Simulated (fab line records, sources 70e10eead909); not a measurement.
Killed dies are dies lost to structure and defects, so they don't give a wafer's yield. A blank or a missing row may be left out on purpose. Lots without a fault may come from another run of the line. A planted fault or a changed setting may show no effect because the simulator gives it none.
fab line records | flow nand_harc | part 1 of 2: steps 1 to 35 of 45
record lots=5 wafers=15 last_day=32
route steps=1302 shown P_STI@100 P_GATE@110
lots that met no fault: from a run of the same line without faults
start_h: hours from the record's first day to the start of the lot's first wafer shown | wait_h: hours since the lot's step before | " the same as in the row above | L1.1+2: a row that stands for several wafers | - no value, or no start given | * or withheld: withheld | < > ~ a bound
route shown NAME@n: a module of which the file shows steps, and the number in the route of the first | usual: mean/standard deviation of fault-free wafers | same: alike in all rows | chamber/n: place in a boat | sites: the reading at each site | _std_site: their standard deviation | _edge_site: outer sites' mean less inner sites' | radius_mm: how far each site lies from the wafer's centre | mask NAME#n: copy n | behind: the tool/chamber that last shaped the wafer | hold: why the lot was held/for how many hours/how that ended | device: the transistor (n, p or np) that didn't switch | end of line: the same wafers' tests at the end of the route | a step without rows: its recipe alone | killed: dies lost to structure and defects at the first sort, not the wafer's yield | map: a wafer's dies, x killed, . not, _ none there
set.NAME: the setting as run; set.NAME@STEP: as run at that earlier step | model.NAME: the simulator's own value behind a step, which no gauge read
lots at some steps of the route; a table a step, a row a wafer
services: from which hour (start_h, from the record's first day; less than 0 if before it) a tool's chamber was out of use, for how many hours, and why
## steps
# step NHARC_P_STI_CMP_21
# recipe t_overpolish_s=20 target_thk_nm=380.67
# usual edge_zone_pressure_frac=1.001/0.005 motor_current_A=11.4/1 overpolish_run_s=20.000/0.0096 pad_life_wafers=158/100
# columns lot.wafer tool chamber start_h wait_h edge_zone_pressure_frac motor_current_A overpolish_run_s pad_life_wafers
L077.2 cmp-01 1 93.13 0.4 1.002 11.9 19.991 0
L077.3 " 2 " " 1.005 12.8 20.005 1
L077.6 " 1 " " 1.003 12.7 20.005 -
L079.1 cmp-03 3 113.19 0.4 1.005 11.6 19.983 162
L079.4 " 0 " " 1.001 11.3 20.006 163
L079.3 " 1 " " 1.009 9.8 20.007 164
L087.4 cmp-03 0 192.88 0.4 0.998 11.8 20.007 91
L087.2 " 1 " " 0.992 9.8 19.995 92
L087.6 " 3 " " 0.994 11.5 20.011 -
L089.2 cmp-03 2 210.67 0.5 0.998 11.2 19.993 157
L089.1 " 3 " " 1.008 12.2 19.997 158
L089.4 " 0 " " 1.000 11.6 20.006 159
L093.2 cmp-04 0 251.52 0.4 0.998 12.8 20.009 133
L093.3 " 1 " " 1.000 12.2 19.999 134
L093.5 " 3 " " 1.002 12.9 19.988 -
# step NHARC_P_STI_SRD_35
# columns lot.wafer tool chamber start_h wait_h
L077.6+3+2 wet_bench-09 1,3,4 93.43 0.0
L079.3+4+1 wet_bench-02 2,3,4 113.50 0.0
L087.4+2+6 wet_bench-09 6,7,1 193.16 0.0
L089.4+1+2 wet_bench-02 6,7,0 210.95 0.0
L093.3+5+2 wet_bench-09 6,1,2 251.80 0.0
# step NHARC_P_STI_ETCH_36
# recipe target_depth_a=388 chemistry=dHF material=SiO2
# columns lot.wafer tool chamber start_h wait_h
L077.6+3+2 wet_bench-09 1,3,4 93.48 0.0
L079.3+4+1 wet_bench-02 2,3,4 113.52 0.0
L087.4+2+6 wet_bench-09 6,7,1 193.18 0.0
L089.4+1+2 wet_bench-02 6,7,0 210.98 0.0
L093.3+5+2 wet_bench-09 6,1,2 251.82 0.0
# step NHARC_P_STI_STRIP_24
# recipe temp_c=160 chemistry=H3PO4 material=Si3N4
# usual bath_heat_duty_pct=27.4/2.6
# columns lot.wafer tool chamber start_h wait_h bath_heat_duty_pct
L077.6 wet_bench-09 1 93.51 0.0 25.8
L077.3 " 3 " " 24.0
L077.2 " 4 " " 25.0
L079.3 wet_bench-02 2 113.54 0.0 25.9
L079.4 " 3 " " 26.8
L079.1 " 4 " " 38.4
L087.4 wet_bench-09 6 193.20 0.0 25.8
L087.2 " 7 " " 30.5
L087.6 " 1 " " 26.4
L089.4 wet_bench-02 6 210.99 0.0 28.1
L089.1 " 7 " " 28.2
L089.2 " 0 " " 29.5
L093.3 wet_bench-09 6 251.84 0.0 28.2
L093.5 " 1 " " 23.9
L093.2 " 2 " " 25.2
# step NHARC_P_STI_ETCH_37
# recipe target_depth_a=110 chemistry=dHF material=SiO2
# columns lot.wafer tool chamber start_h wait_h
L077.6+3+2 wet_bench-09 1,3,4 - -
L079.3+4+1 wet_bench-02 2,3,4 - -
L087.4+2+6 wet_bench-09 6,7,1 - -
L089.4+1+2 wet_bench-02 6,7,0 - -
L093.3+5+2 wet_bench-09 6,1,2 - -
# step NHARC_P_STI_PRECLEAN_38
# recipe time_s=* temp_c=50 bath_age_min=0 chemistry=SC1
# usual bath_heat_duty_pct=7.2/0.8
# columns lot.wafer tool chamber start_h wait_h bath_heat_duty_pct
L077.6 wet_bench-09 1 - - 7.2
L077.3 " 3 " " 6.0
L077.2 " 4 " " 7.1
L079.3 wet_bench-02 2 - - 6.8
L079.4 " 3 " " 7.6
L079.1 " 4 " " 10.0
L087.4 wet_bench-09 6 - - 6.3
L087.2 " 7 " " 7.6
L087.6 " 1 " " 6.9
L089.4 wet_bench-02 6 - - 6.7
L089.1 " 7 " " 6.4
L089.2 " 0 " " 7.1
L093.3 wet_bench-09 6 - - 8.1
L093.5 " 1 " " 6.9
L093.2 " 2 " " 5.8
# step NHARC_P_STI_SRD_39
# columns lot.wafer tool chamber start_h wait_h
L077.6+3+2 wet_bench-09 1,3,4 - -
L079.3+4+1 wet_bench-02 2,3,4 - -
L087.4+2+6 wet_bench-09 6,7,1 - -
L089.4+1+2 wet_bench-02 6,7,0 - -
L093.3+5+2 wet_bench-09 6,1,2 - -
# step NHARC_P_STI_OXIDE_40
# recipe target_thk_a=100 temp_c=900 ox_time_s=1362 material=SiO2
# usual spike_tc_centre_C=899.6/1.3 spike_tc_top_C=909.5/2.8
# columns lot.wafer tool chamber start_h wait_h spike_tc_centre_C spike_tc_top_C
L077.2 furnace-08 0 97.63 - 899.1 905.6
L077.3 " 0 " " 897.9 908.9
L077.6 " 0 " " 897.7 906.0
L079.1 furnace-03 0 118.09 - 905.0 910.8
L079.3 " 0 " " 901.4 912.0
L079.4 " 0 " " 901.9 909.9
L087.2 furnace-03 0 198.53 - 901.7 912.1
L087.4 " 0 " " 900.6 910.6
L087.6 " 0 " " 900.8 911.6
L089.1 furnace-02 0 215.63 - 899.6 910.8
L089.2 " 0 " " 899.8 912.8
L089.4 " 0 " " 899.9 912.8
L093.2 furnace-02 0 255.91 - 900.6 911.9
L093.3 " 0 " " 899.4 913.4
L093.5 " 0 " " 899.5 912.3
# step NHARC_P_STI_INSPECT_25
# usual raw_defect_count=212/77
# columns lot.wafer tool chamber start_h wait_h raw_defect_count
L077.2 defect_inspect-01 - 101.69 0.4 181
L077.3 " - " " 144
L077.6 " - " " 192
L079.1 defect_inspect-01 - 122.19 0.4 169
L079.3 " - " " 254
L079.4 " - " " 200
L087.2 defect_inspect-02 - 202.62 0.4 145
L087.4 " - " " 189
L087.6 " - " " 362
L089.1 defect_inspect-02 - 219.68 0.4 188
L089.2 " - " " 242
L089.4 " - " " 108
L093.2 defect_inspect-01 - 259.94 0.4 322
L093.3 " - " " 202
L093.5 " - " " 306
# step NHARC_P_GATE_ETCH_69
# recipe target_depth_a=140 chemistry=dHF material=SiO2
# columns lot.wafer tool chamber start_h wait_h
L077.3+6+2 wet_bench-06 0,2,3 101.75 0.1
L079.3+4+1 wet_bench-05 4,0,1 122.24 0.0
L087.4+2+6 wet_bench-03 0,3,4 202.70 0.1
L089.4+1+2 wet_bench-06 5,0,2 219.73 0.0
L093.3+2+5 wet_bench-06 7,1,2 259.99 0.0
# step NHARC_P_GATE_PRECLEAN_70
# recipe time_s=* temp_c=50 bath_age_min=0 chemistry=SC1
# usual bath_heat_duty_pct=7.3/0.92
# columns lot.wafer tool chamber start_h wait_h bath_heat_duty_pct
L077.3 wet_bench-06 0 101.84 0.1 6.7
L077.6 " 2 " " 9.4
L077.2 " 3 " " 6.3
L079.3 wet_bench-05 4 122.35 0.1 7.1
L079.4 " 0 " " 6.3
L079.1 " 1 " " 6.2
L087.4 wet_bench-03 0 202.87 0.1 8.2
L087.2 " 3 " " 7.6
L087.6 " 4 " " 7.7
L089.4 wet_bench-06 5 219.83 0.1 7.3
L089.1 " 0 " " 7.2
L089.2 " 2 " " 8.8
L093.3 wet_bench-06 7 260.08 0.1 7.4
L093.2 " 1 " " 6.1
L093.5 " 2 " " 8.0
# step NHARC_P_GATE_SRD_01
# columns lot.wafer tool chamber start_h wait_h
L077.3+6+2 wet_bench-06 0,2,3 - -
L079.3+4+1 wet_bench-05 4,0,1 - -
L087.4+2+6 wet_bench-03 0,3,4 - -
L089.4+1+2 wet_bench-06 5,0,2 - -
L093.3+2+5 wet_bench-06 7,1,2 - -
# step NHARC_P_GATE_OXIDE_02
# recipe target_thk_a=375 temp_c=950 p_h2o_torr=720 ox_time_s=365 material=SiO2
# usual spike_tc_centre_C=950.7/1.4 spike_tc_top_C=960.8/2.6
# columns lot.wafer tool chamber start_h wait_h spike_tc_centre_C spike_tc_top_C
L077.2 furnace-04 0 105.18 - 949.5 961.3
L077.3 " 0 " " 949.9 958.3
L077.6 " 0 " " 948.2 959.1
L079.1 furnace-01 0 125.93 - 952.6 958.9
L079.3 " 0 " " 951.2 957.7
L079.4 " 0 " " 952.2 959.3
L087.2 furnace-05 0 208.74 - 951.3 963.2
L087.4 " 0 " " 950.4 965.8
L087.6 " 0 " " 951.2 966.0
L089.1 furnace-04 0 223.53 - 950.1 958.9
L089.2 " 0 " " 949.0 959.2
L089.4 " 0 " " 948.2 960.4
L093.2 furnace-04 0 263.43 - 949.8 960.0
L093.3 " 0 " " 950.3 958.3
L093.5 " 0 " " 948.7 960.3
# step NHARC_P_GATE_DEHYDRATE_03
# recipe temp_c=150 time_s=120
# columns lot.wafer tool chamber start_h wait_h
L077.2+3+6 litho_track-02 0 109.69 0.4
L079.1+3+4 litho_track-02 0 130.54 0.4
L087.2+4+6 litho_track-03 0 213.27 0.4
L089.1+2+4 litho_track-03 0 228.04 0.4
L093.2+3+5 litho_track-02 0 268.04 0.4
# step NHARC_P_GATE_HMDS_04
# recipe time_s=30
# columns lot.wafer tool chamber start_h wait_h
L077.2+3+6 litho_track-02 0 - -
L079.1+3+4 litho_track-02 0 - -
L087.2+4+6 litho_track-03 0 - -
L089.1+2+4 litho_track-03 0 - -
L093.2+3+5 litho_track-02 0 - -
# step NHARC_P_GATE_COAT_05
# recipe spin_rpm=4690
# columns lot.wafer tool chamber start_h wait_h
L077.2+3+6 litho_track-02 0 - -
L079.1+3+4 litho_track-02 0 - -
L087.2+4+6 litho_track-03 0 - -
L089.1+2+4 litho_track-03 0 - -
L093.2+3+5 litho_track-02 0 - -
# step NHARC_P_GATE_SOFTBAKE_06
# recipe temp_c=122 time_s=95
# columns lot.wafer tool chamber start_h wait_h
L077.2+3+6 litho_track-02 0 - -
L079.1+3+4 litho_track-02 0 - -
L087.2+4+6 litho_track-03 0 - -
L089.1+2+4 litho_track-03 0 - -
L093.2+3+5 litho_track-02 0 - -
# step NHARC_P_GATE_EBR_07
# columns lot.wafer tool chamber start_h wait_h
L077.2+3+6 litho_track-02 0 - -
L079.1+3+4 litho_track-02 0 - -
L087.2+4+6 litho_track-03 0 - -
L089.1+2+4 litho_track-03 0 - -
L093.2+3+5 litho_track-02 0 - -
# step NHARC_P_GATE_EXPOSE_08
# recipe na=0.6 dose_mj=16.75 mask_id=P_HV
# same na=0.6
# columns lot.wafer tool chamber start_h wait_h mask
L077.2+3+6 krf_scanner-03 0 109.97 - P_HV#0
L079.1+3+4 krf_scanner-03 0 130.69 - P_HV#0
L087.2+4+6 krf_scanner-04 0 213.54 - P_HV#0
L089.1+2+4 krf_scanner-03 0 228.31 - P_HV#0
L093.2+3+5 krf_scanner-03 0 268.19 - P_HV#0
# step NHARC_P_GATE_PEB_09
# recipe peb_temp_c=118 peb_time_s=85
# same peb_time_s=85
# columns lot.wafer tool chamber start_h wait_h
L077.2+3+6 litho_track-03 0 110.04 0.1
L079.1+3+4 litho_track-07 0 130.75 0.1
L087.2+4+6 litho_track-02 0 213.60 0.1
L089.1+2+4 litho_track-03 0 228.38 0.1
L093.2+3+5 litho_track-03 0 268.25 0.1
# step NHARC_P_GATE_DEVELOP_10
# recipe time_s=70
# columns lot.wafer tool chamber start_h wait_h
L077.2+3+6 litho_track-03 0 - -
L079.1+3+4 litho_track-07 0 - -
L087.2+4+6 litho_track-02 0 - -
L089.1+2+4 litho_track-03 0 - -
L093.2+3+5 litho_track-03 0 - -
# step NHARC_P_GATE_CD_MEAS_11
# recipe target_cd_nm=1640 landing_energy_ev=500
# usual cd_nm=1640.3/1.4
# columns lot.wafer tool chamber start_h wait_h cd_nm
L077.2 cd_sem-01 0 110.13 - 1638.5
L077.3 " 0 " " 1640.3
L077.6 " 0 " " 1640.5
L079.1 cd_sem-01 0 130.84 - 1639.5
L079.3 " 0 " " 1641.3
L079.4 " 0 " " 1640.7
L087.2 cd_sem-01 0 213.70 - 1637.7
L087.4 " 0 " " 1639.9
L087.6 " 0 " " 1637.9
L089.1 cd_sem-01 0 228.47 - 1641.3
L089.2 " 0 " " 1637.3
L089.4 " 0 " " 1640.3
L093.2 cd_sem-02 0 268.34 - 1640.2
L093.3 " 0 " " 1640.8
L093.5 " 0 " " 1637.2
# step NHARC_P_GATE_HARDBAKE_12
# recipe temp_c=125 time_s=80
# columns lot.wafer tool chamber start_h wait_h
L077.2+3+6 litho_track-02 0 110.21 -
L079.1+3+4 litho_track-02 0 130.92 -
L087.2+4+6 litho_track-03 0 213.78 -
L089.1+2+4 litho_track-03 0 228.55 -
L093.2+3+5 litho_track-02 0 268.42 -
# step NHARC_P_GATE_DESCUM_13
# recipe time_s=3 o2_flow_sccm=200 ar_flow_sccm=0 bias_power_w=0 chemistry=O2
# usual drypump_motor_current_A=5.5/0.43 oes_product_au=0.995/0.0081 rf_vpp_V=57.7/0.95 showerhead_plenum_p_Torr=1.88/0.07 throttle_valve_pct=11.312/0.0082
# columns lot.wafer tool chamber start_h wait_h drypump_motor_current_A oes_product_au rf_hours_counter_h rf_vpp_V showerhead_plenum_p_Torr throttle_valve_pct
L077.2 rie_diel-09 3 110.30 - 5.8 1.004 9 58.4 1.87 11.308
L077.3 " 0 " " 5.9 1.014 10 59.9 1.98 11.309
L077.6 " 3 " " 5.7 0.998 - 57.9 1.87 11.303
L079.4 rie_diel-09 2 131.00 - 5.0 0.999 10 55.6 1.82 11.314
L079.1 " 0 " " 5.9 0.991 11 58.3 1.98 11.324
L079.3 " 1 " " 4.8 0.996 11 57.7 1.81 11.309
L087.4 rie_diel-09 2 213.85 - 5.1 0.999 4 57.4 1.82 11.313
L087.2 " 0 " " 5.8 0.995 3 59.0 1.98 11.311
L087.6 " 3 " " 5.7 1.001 - 56.6 1.87 11.299
L089.1 rie_diel-09 1 228.63 - 4.8 0.990 5 56.3 1.81 11.295
L089.4 " 3 " " 5.7 0.998 5 56.7 1.87 11.330
L089.2 " 0 " " 5.9 0.981 5 59.2 1.98 11.310
L093.2 rie_diel-09 1 268.51 - 4.8 0.992 7 55.9 1.81 11.311
L093.3 " 2 " " 5.0 0.998 7 57.3 1.82 11.295
L093.5 " 1 " " 4.8 0.995 - 57.6 1.81 11.313
# step NHARC_P_GATE_ETCH_14
# recipe target_depth_a=488 chemistry=dHF material=SiO2
# columns lot.wafer tool chamber start_h wait_h
L077.6+3+2 wet_bench-05 1,3,4 110.44 0.1
L079.4+3+1 wet_bench-03 6,7,2 131.14 0.1
L087.2+6+4 wet_bench-05 1,2,3 214.00 0.1
L089.2+1+4 wet_bench-06 4,6,0 228.76 0.1
L093.2+5+3 wet_bench-06 7,1,3 268.64 0.1
# step NHARC_P_GATE_STRIP_15
# recipe time_s=780 temp_c=130 chemistry=SPM
# usual bath_heat_duty_pct=15.2/1.8
# columns lot.wafer tool chamber start_h wait_h bath_heat_duty_pct
L077.6 wet_bench-05 1 110.49 0.0 13.1
L077.3 " 3 " " 13.4
L077.2 " 4 " " 15.7
L079.4 wet_bench-03 6 131.18 0.0 17.7
L079.3 " 7 " " 15.2
L079.1 " 2 " " 15.8
L087.2 wet_bench-05 1 214.04 0.0 15.3
L087.6 " 2 " " 15.0
L087.4 " 3 " " 12.9
L089.2 wet_bench-06 4 228.80 0.0 16.2
L089.1 " 6 " " 16.6
L089.4 " 0 " " 16.4
L093.2 wet_bench-06 7 268.68 0.0 14.9
L093.5 " 1 " " 12.6
L093.3 " 3 " " 14.5
# step NHARC_P_GATE_PRECLEAN_71
# recipe time_s=* temp_c=50 bath_age_min=0 chemistry=SC1
# usual bath_heat_duty_pct=7.3/0.94
# columns lot.wafer tool chamber start_h wait_h bath_heat_duty_pct
L077.6 wet_bench-05 1 - - 6.8
L077.3 " 3 " " 7.7
L077.2 " 4 " " 7.3
L079.4 wet_bench-03 6 - - 8.2
L079.3 " 7 " " 8.8
L079.1 " 2 " " 7.1
L087.2 wet_bench-05 1 - - 6.7
L087.6 " 2 " " 7.3
L087.4 " 3 " " 6.7
L089.2 wet_bench-06 4 - - 7.1
L089.1 " 6 " " 8.9
L089.4 " 0 " " 7.5
L093.2 wet_bench-06 7 - - 7.5
L093.5 " 1 " " 5.8
L093.3 " 3 " " 7.2
# step NHARC_P_GATE_SRD_72
# columns lot.wafer tool chamber start_h wait_h
L077.6+3+2 wet_bench-05 1,3,4 - -
L079.4+3+1 wet_bench-03 6,7,2 - -
L087.2+6+4 wet_bench-05 1,2,3 - -
L089.2+1+4 wet_bench-06 4,6,0 - -
L093.2+5+3 wet_bench-06 7,1,3 - -
# step NHARC_P_GATE_OXIDE_16
# recipe target_thk_a=30 temp_c=875 ox_time_s=392 material=SiO2
# usual spike_tc_centre_C=875.6/1.5 spike_tc_top_C=887/3
# columns lot.wafer tool chamber start_h wait_h spike_tc_centre_C spike_tc_top_C
L077.2 furnace-04 0 114.58 - 873.2 886
L077.3 " 0 " " 875.0 885
L077.6 " 0 " " 873.5 886
L079.1 furnace-04 0 134.74 - 874.5 886
L079.3 " 0 " " 875.9 886
L079.4 " 0 " " 874.6 885
L087.2 furnace-04 0 218.21 - 873.3 887
L087.4 " 0 " " 873.7 887
L087.6 " 0 " " 873.5 886
L089.1 furnace-05 0 232.24 - 876.3 892
L089.2 " 0 " " 876.2 888
L089.4 " 0 " " 875.5 891
L093.2 furnace-04 0 272.23 - 874.6 885
L093.3 " 0 " " 874.4 885
L093.5 " 0 " " 875.3 887
# step NHARC_P_GATE_CVD_17
# recipe target_thk_a=1500 temp_c=620 time_s=900 material=poly-Si
# usual spike_tc_centre_C=620.7/0.97 spike_tc_top_C=642.5/1.1
# columns lot.wafer tool chamber start_h wait_h spike_tc_centre_C spike_tc_top_C
L077.2 lpcvd_poly-02 0 120.70 2.6 620.6 642.2
L077.3 " 0 " " 621.2 643.4
L077.6 " 0 " " 620.4 641.5
L079.1 lpcvd_poly-03 0 142.38 4.1 619.8 642.4
L079.3 " 0 " " 617.9 643.2
L079.4 " 0 " " 621.0 643.6
L087.2 lpcvd_poly-04 0 224.35 2.6 621.3 642.2
L087.4 " 0 " " 620.9 642.7
L087.6 " 0 " " 620.1 642.3
L089.1 lpcvd_poly-04 0 238.51 2.7 620.8 641.8
L089.2 " 0 " " 620.9 642.6
L089.4 " 0 " " 620.6 642.1
L093.2 lpcvd_poly-04 0 278.29 2.5 618.9 642.7
L093.3 " 0 " " 620.9 640.4
L093.5 " 0 " " 619.6 641.8
# step NHARC_P_GATE_HM_DEP_102
# recipe target_thk_a=1200 temp_c=400 material=aC
# usual throttle_valve_pct=35.000/0.01
# columns lot.wafer tool chamber start_h wait_h throttle_valve_pct
L077.2 acl_dep-02 0 123.42 0.5 34.991
L077.3 " 0 " " 35.001
L077.6 " 0 " " 35.002
L079.1 acl_dep-02 0 146.56 2.0 34.988
L079.3 " 0 " " 34.994
L079.4 " 0 " " 34.986
L087.2 acl_dep-01 0 229.95 3.4 35.010
L087.4 " 0 " " 34.992
L087.6 " 0 " " 35.013
L089.1 acl_dep-03 0 241.13 0.4 34.997
L089.2 " 0 " " 34.989
L089.4 " 0 " " 35.001
L093.2 acl_dep-01 0 282.65 2.1 34.999
L093.3 " 0 " " 34.992
L093.5 " 0 " " 35.013
# step NHARC_P_GATE_DEP_103
# recipe target_thk_a=300 target_thk_nm=30 temp_c=400 flow_sccm=200 rf_w=350 material=SiON
# usual heater_power_w=718/84
# columns lot.wafer tool chamber start_h wait_h heater_power_w
L077.3 pecvd-04 2 124.00 0.4 751
L077.2 " 0 " " 565
L077.6 " 2 " " 752
L079.1 pecvd-02 0 147.22 0.5 792
L079.3 " 1 " " 782
L079.4 " 0 " " 785
L087.2 pecvd-01 1 230.77 0.7 654
L087.4 " 0 " " 674
L087.6 " 1 " " 641
L089.1 pecvd-04 0 241.78 0.5 655
L089.2 " 1 " " 540
L089.4 " 1 " " 548
L093.2 pecvd-02 2 283.24 0.5 698
L093.3 " 0 " " 886
L093.5 " 0 " " 877
# step NHARC_P_GATE_DEHYDRATE_18
# recipe temp_c=150 time_s=120
# columns lot.wafer tool chamber start_h wait_h
L077.2+3+6 litho_track-01 0 124.24 0.2
L079.1+3+4 litho_track-06 0 147.49 0.2
L087.2+4+6 litho_track-04 0 230.99 0.2
L089.1+2+4 litho_track-06 0 242.05 0.2
L093.2+3+5 litho_track-01 0 283.51 0.2
# step NHARC_P_GATE_HMDS_19
# recipe time_s=30
# columns lot.wafer tool chamber start_h wait_h
L077.2+3+6 litho_track-01 0 - -
L079.1+3+4 litho_track-06 0 - -
L087.2+4+6 litho_track-04 0 - -
L089.1+2+4 litho_track-06 0 - -
L093.2+3+5 litho_track-01 0 - -
# step NHARC_P_GATE_COAT_20
# recipe spin_rpm=1500 resist_thk_nm=90
# columns lot.wafer tool chamber start_h wait_h
L077.2+3+6 litho_track-01 0 - -
L079.1+3+4 litho_track-06 0 - -
L087.2+4+6 litho_track-04 0 - -
L089.1+2+4 litho_track-06 0 - -
L093.2+3+5 litho_track-01 0 - -
